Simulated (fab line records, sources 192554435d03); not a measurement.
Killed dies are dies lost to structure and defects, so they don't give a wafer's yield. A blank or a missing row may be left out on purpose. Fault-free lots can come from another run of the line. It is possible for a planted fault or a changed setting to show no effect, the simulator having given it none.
fab line records	flow n5-finfet
[record] lots = 12	wafers = 32	last-day = 17
route steps=1938 shown BEOL_M11@1571
lots that met no fault: taken from a fault-free run of the same line
start-h: hours from the record's first day to the start of the lot's first wafer shown	wait-h: how many hours have passed since the lot's step before this one	" repeats the value in the row above	L1.1+2: several wafers, shown together as one row	- no value, or no start was given	* or withheld: withheld	< > ~ a bound
route shown NAME@n: NAME is a module with steps in the file, n the number in the route of the first one	usual: the fault-free wafers' mean and standard deviation	same: alike in all rows	chamber/n: place in a boat	sites: each site's reading	_std_site: their standard deviation	_edge_site: mean of outer sites minus mean of inner sites	radius-mm: for every site, how far away it sits from the centre of the wafer	mask NAME#n: copy n	behind: tool/chamber where the wafer was last shaped	hold: why the lot went on hold/how many hours it stayed there/how the hold came to an end	device: which transistor (n, p or np) failed to switch	end of line: at the end of the route, the tests of the same wafers	for a step that has no rows: nothing shown but its recipe	killed: dies that structure and defects cost at the first sort, which is not the same as the wafer's yield	map: a wafer's dies, x killed, . not, _ none there
set.NAME: the setting the step ran with; set.NAME@STEP: the setting that earlier step ran with	model.NAME: the simulator's own value behind a step, which no gauge read
the route's steps for a sample of lots (tables are steps, rows are wafers)
services: when a tool's chamber went out of use (start-h, in hours from the record's first day, below 0 if earlier), for how many hours, and the reason
[[steps]]
[step N5_BEOL_M11_DESCUM_33]
[recipe] chemistry = O2	time-s = 7.9	source-power-w = 50	bias-power-w = 20	pressure-mtorr = 20	rf-frequency-hz = 2.712e+07	temp-c = 40	resist = CAR-ArF	o2-flow-sccm = 225
[usual] chamber-pressure-mTorr = 20.002/0.018	drypump-motor-current-A = 5.7/0.44	oes-product-au = 0.74/0.073	rf-vpp-V = 242.9/1.5	showerhead-plenum-p-Torr = 2.09/0.069	throttle-valve-pct = 20.49/0.21
lot.wafer	tool	chamber	start-h	wait-h	chamber-pressure-mTorr	drypump-motor-current-A	oes-product-au	rf-hours-counter-h	rf-vpp-V	showerhead-plenum-p-Torr	throttle-valve-pct
L858.3	rie-diel-02	3	229.29	0.0	19.996	5.9	0.68	214	241.0	1.99	20.55
L858.5	"	3	"	"	19.985	5.9	0.69	-	242.8	1.99	20.56
L863.2	rie-diel-01	3	263.04	0.0	20.007	5.0	0.70	219	240.5	2.00	20.62
L863.4	"	1	"	"	20.023	6.5	0.87	65	244.3	2.12	20.29
L863.5	"	2	"	"	19.992	6.0	0.70	-	242.7	2.14	20.48
L862.1	rie-diel-02	2	267.62	0.0	19.976	4.9	0.72	210	240.5	2.06	20.24
L862.4	"	0	"	"	19.983	5.7	0.72	190	242.6	2.08	20.34
L862.6	"	1	"	"	19.987	6.2	0.69	-	244.8	2.16	20.52
L864.1	rie-diel-05	0	271.49	0.0	20.008	5.9	0.81	100	244.1	2.19	20.44
L864.2	"	1	"	"	19.995	5.7	0.70	199	242.1	1.99	20.92
L864.3	"	3	"	"	20.007	5.6	0.70	244	244.1	2.16	20.59
L866.2	rie-diel-05	3	285.26	0.3	20.015	5.6	0.70	247	244.8	2.16	20.64
L866.5	"	1	"	"	19.993	5.7	0.70	-	242.2	1.99	20.93
L866.6	"	0	"	"	20.004	5.9	0.81	-	244.6	2.18	20.45
L869.1	rie-diel-02	2	299.39	0.0	20.064	5.0	0.72	221	241.9	2.05	20.27
L869.3	"	0	"	"	20.002	5.7	0.71	199	243.5	2.08	20.35
L869.4	"	3	"	"	19.983	5.9	0.69	235	241.0	1.99	20.58
L867.3	rie-diel-05	2	299.44	0.0	20.016	5.7	0.70	246	245.1	2.14	20.40
L867.6	"	1	"	"	19.994	5.7	0.70	-	241.7	1.99	20.92
L868.1	rie-diel-01	3	308.06	0.0	19.998	5.0	0.69	232	241.0	2.00	20.64
L868.2	"	2	"	"	20.005	6.0	0.70	222	245.0	2.13	20.51
L868.5	"	1	"	"	20.042	6.5	0.85	-	244.5	2.12	20.31
L871.2	rie-diel-05	3	308.55	0.3	19.974	5.6	0.97	1	244.3	2.16	20.22
L871.6	"	3	"	"	19.996	5.6	0.97	-	244.9	2.16	20.23
L873.2	rie-diel-02	0	328.23	0.2	20.023	5.7	0.72	206	242.3	2.08	20.38
L873.3	"	2	"	"	19.986	4.9	0.70	229	243.2	2.05	20.30
L878.2	rie-diel-05	3	354.45	0.2	19.991	5.6	0.92	16	243.0	2.15	20.24
L878.3	"	2	"	"	19.980	5.6	0.94	6	244.0	2.13	20.01
L878.5	"	3	"	"	19.979	5.6	0.91	-	242.8	2.15	20.23
L880.2	rie-diel-01	0	363.72	0.0	20.019	6.0	0.73	204	240.5	2.01	20.85
L880.3	"	2	"	"	20.002	5.9	0.68	239	244.2	2.13	20.52
L880.6	"	0	"	"	20.013	6.0	0.73	-	241.8	2.01	20.85
[step N5_BEOL_M11_STRIP_77]
[recipe] chemistry = N2/H2	time-s = 10	power-w = 450	temp-c = 40	pressure-mtorr = 20	rf-frequency-hz = 6e+07	bias-power-w = 7	n2-flow-sccm = 200	h2-flow-sccm = 200
[usual] chamber-pressure-mTorr = 20.002/0.019	drypump-motor-current-A = 5.8/0.44	oes-product-au = 0.74/0.073	rf-vpp-V = 59.2/0.92	showerhead-plenum-p-Torr = 2.53/0.088	throttle-valve-pct = 23.67/0.27
lot.wafer	tool	chamber	start-h	wait-h	chamber-pressure-mTorr	drypump-motor-current-A	oes-product-au	rf-hours-counter-h	rf-vpp-V	showerhead-plenum-p-Torr	throttle-valve-pct
L858.3	rie-diel-02	3	-	-	20.012	5.9	0.69	214	60.0	2.42	23.85
L858.5	"	3	"	"	20.028	5.9	0.70	-	59.6	2.42	23.85
L863.2	rie-diel-01	3	-	-	20.017	5.0	0.70	219	58.0	2.41	24.06
L863.4	"	1	"	"	19.978	6.5	0.87	66	60.4	2.58	23.75
L863.5	"	2	"	"	20.017	5.9	0.70	-	60.1	2.61	23.62
L862.1	rie-diel-02	2	-	-	20.025	5.0	0.72	211	60.4	2.51	23.65
L862.4	"	0	"	"	20.022	5.8	0.72	190	59.2	2.52	23.49
L862.6	"	1	"	"	20.005	6.2	0.69	-	59.0	2.59	23.28
L864.1	rie-diel-05	0	-	-	20.004	5.8	0.80	100	59.0	2.66	23.51
L864.2	"	1	"	"	20.018	5.7	0.70	200	57.4	2.40	24.27
L864.3	"	3	"	"	19.995	5.6	0.69	244	58.5	2.62	23.80
L866.2	rie-diel-05	3	-	-	19.969	5.6	0.69	247	58.1	2.61	23.80
L866.5	"	1	"	"	20.001	5.7	0.70	-	58.4	2.40	24.27
L866.6	"	0	"	"	20.021	5.9	0.79	-	59.7	2.66	23.50
L869.1	rie-diel-02	2	-	-	19.994	5.0	0.72	221	60.4	2.50	23.65
L869.3	"	0	"	"	20.000	5.7	0.71	199	60.0	2.51	23.52
L869.4	"	3	"	"	19.965	5.9	0.67	235	60.1	2.41	23.87
L867.3	rie-diel-05	2	-	-	20.007	5.6	0.70	247	59.7	2.60	23.47
L867.6	"	1	"	"	20.014	5.7	0.70	-	58.4	2.40	24.28
L868.1	rie-diel-01	3	-	-	19.993	5.0	0.69	232	57.9	2.41	24.09
L868.2	"	2	"	"	20.038	6.0	0.69	222	60.1	2.61	23.65
L868.5	"	1	"	"	20.006	6.5	0.86	-	59.4	2.58	23.77
L871.2	rie-diel-05	3	-	-	20.015	5.6	0.97	1	58.6	2.61	23.45
L871.6	"	3	"	"	19.956	5.6	0.97	-	59.4	2.61	23.45
L873.2	rie-diel-02	0	-	-	19.993	5.7	0.71	206	59.6	2.51	23.52
L873.3	"	2	"	"	20.033	5.0	0.71	229	58.7	2.50	23.66
L878.2	rie-diel-05	3	-	-	20.006	5.6	0.92	17	58.4	2.61	23.45
L878.3	"	2	"	"	20.018	5.6	0.93	7	59.3	2.60	23.10
L878.5	"	3	"	"	19.969	5.6	0.91	-	59.5	2.61	23.49
L880.2	rie-diel-01	0	-	-	19.998	6.1	0.74	205	57.4	2.41	23.75
L880.3	"	2	"	"	20.016	5.9	0.68	239	58.9	2.60	23.65
L880.6	"	0	"	"	20.002	6.1	0.73	-	58.8	2.41	23.74
[step N5_BEOL_M11_OCD_MEAS_38]
[usual] trench-depth-nm = 147.8/2.4
lot.wafer	tool	chamber	start-h	wait-h	trench-depth-nm
L858.3	ocd-01	-	229.79	-	143.5
L858.5	"	-	"	"	144.5
L863.2	ocd-01	-	263.53	-	150.0
L863.4	"	-	"	"	149.5
L863.5	"	-	"	"	144.2
L862.1	ocd-02	-	268.11	-	148.9
L862.4	"	-	"	"	151.6
L862.6	"	-	"	"	149.6
L864.1	ocd-01	-	271.98	-	148.6
L864.2	"	-	"	"	145.6
L864.3	"	-	"	"	148.1
L866.2	ocd-01	-	285.75	-	148.2
L866.5	"	-	"	"	144.2
L866.6	"	-	"	"	149.3
L869.1	ocd-02	-	299.89	-	149.1
L869.3	"	-	"	"	150.3
L869.4	"	-	"	"	144.9
L867.3	ocd-01	-	299.94	-	144.6
L867.6	"	-	"	"	143.2
L868.1	ocd-02	-	308.55	-	150.0
L868.2	"	-	"	"	144.5
L868.5	"	-	"	"	149.5
L871.2	ocd-01	-	309.04	-	151.7
L871.6	"	-	"	"	149.0
L873.2	ocd-01	-	328.72	-	152.0
L873.3	"	-	"	"	150.0
L878.2	ocd-01	-	354.95	-	151.0
L878.3	"	-	"	"	145.5
L878.5	"	-	"	"	151.4
L880.2	ocd-02	-	364.22	-	147.9
L880.3	"	-	"	"	146.0
L880.6	"	-	"	"	149.1
[step N5_BEOL_M11_ALD_74]
[recipe] material = TaN	target-thk-a = 20	temp-c = 275	ald-precursor-family = PDMAT	ald-co-reactant = NH3	pressure-torr = 3	carrier-flow-sccm = 1500	pulse-time-s = 2	purge-time-s = 3	co-reactant-purge-time-s = 2	co-reactant-pulse-time-s = 3	ald-cycles = 40	precursor-vessel-temp-c = 75	precursor-vessel-pressure-torr = 26.25	precursor-vessel-carrier-sccm = 1000
[usual] ald-cycles = 40/0	heater-power-w = 416/46
lot.wafer	tool	chamber	start-h	wait-h	ald-cycles	heater-power-w
L858.3	ald-metal-03	3	230.66	0.1	40	343
L858.5	"	1	"	"	40	449
L863.2	ald-metal-03	3	264.29	0.0	40	338
L863.4	"	3	"	"	40	342
L863.5	"	1	"	"	40	442
L862.1	ald-metal-04	1	268.90	0.0	40	505
L862.4	"	0	"	"	40	418
L862.6	"	3	"	"	40	429
L864.1	ald-metal-04	3	272.78	0.1	40	445
L864.2	"	0	"	"	40	418
L864.3	"	2	"	"	40	419
L866.2	ald-metal-04	0	287.44	0.1	40	427
L866.5	"	1	"	"	40	507
L866.6	"	0	"	"	40	408
L869.1	ald-metal-04	3	300.72	0.1	40	440
L869.3	"	1	"	"	40	486
L869.4	"	0	"	"	40	416
L867.3	ald-metal-03	3	300.79	0.1	40	343
L867.6	"	3	"	"	40	341
L868.1	ald-metal-03	0	309.22	0.1	40	398
L868.2	"	3	"	"	73	337
L868.5	"	1	"	"	73	430
L871.2	ald-metal-03	0	310.40	0.0	73	396
L871.6	"	3	"	"	40	337
L873.2	ald-metal-03	3	329.59	0.0	73	339
L873.3	"	2	"	"	40	390
L878.2	ald-metal-04	3	355.69	0.0	40	428
L878.3	"	1	"	"	40	502
L878.5	"	3	"	"	40	415
L880.2	ald-metal-04	1	365.38	0.3	40	500
L880.3	"	2	"	"	40	422
L880.6	"	3	"	"	40	413
[[services]]
tool	chamber	start-h	hours	kind
ald-metal-03	-	234.85	8.7	pm
ald-metal-03	0	250.12	27.4	repair
rie-diel-05	3	291.67	-	clean
rie-diel-05	3	291.67	-	consumable-replace:focus-ring
rie-diel-05	2	312.84	-	clean
rie-diel-05	2	312.84	-	consumable-replace:focus-ring
rie-diel-05	2	312.84	16.0	scheduled-down
rie-diel-05	2	312.84	16.0	vent-cycle
ald-metal-04	-	337.25	14.0	pm
ald-metal-04	0	337.25	14.0	vent-cycle
ald-metal-04	1	337.25	14.0	vent-cycle
ald-metal-04	2	337.25	14.0	vent-cycle
ald-metal-04	3	337.25	14.0	vent-cycle
rie-diel-02	3	351.18	-	clean
rie-diel-02	3	351.18	-	consumable-replace:focus-ring
rie-diel-02	3	351.18	-	consumable-replace:showerhead
rie-diel-02	3	351.18	16.0	scheduled-down
rie-diel-02	3	351.18	16.0	vent-cycle
ald-metal-04	0	351.25	-	clean
ald-metal-04	1	351.25	-	clean
ald-metal-04	2	351.25	-	clean
ald-metal-04	3	351.25	-	clean
[[key]]
[first-sign] step = N5_BEOL_M11_ALD_74	reading = ald-cycles	direction = up	sigmas = 99+	usual = *	struck = *
effect none on later readings
met-at N5_BEOL_M11_ALD_74
struck-lots L868,L871,L873
struck-wafers L868.2,L868.5,L871.2,L873.2
not-acting-at N5_BEOL_M11_DESCUM_33,N5_BEOL_M11_STRIP_77,N5_BEOL_M11_OCD_MEAS_38
onset-between 300.79 309.22
[fault] kind = process-parameter-drift	tool = ald-metal-03	chamber = -	onset-h = 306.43	steps = N5_BEOL_M11_ALD_74	channel = ald-cycles	offset = *	shape = step	end-h = 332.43	scope = struck-wafers-only	acts-in = *	stated = *
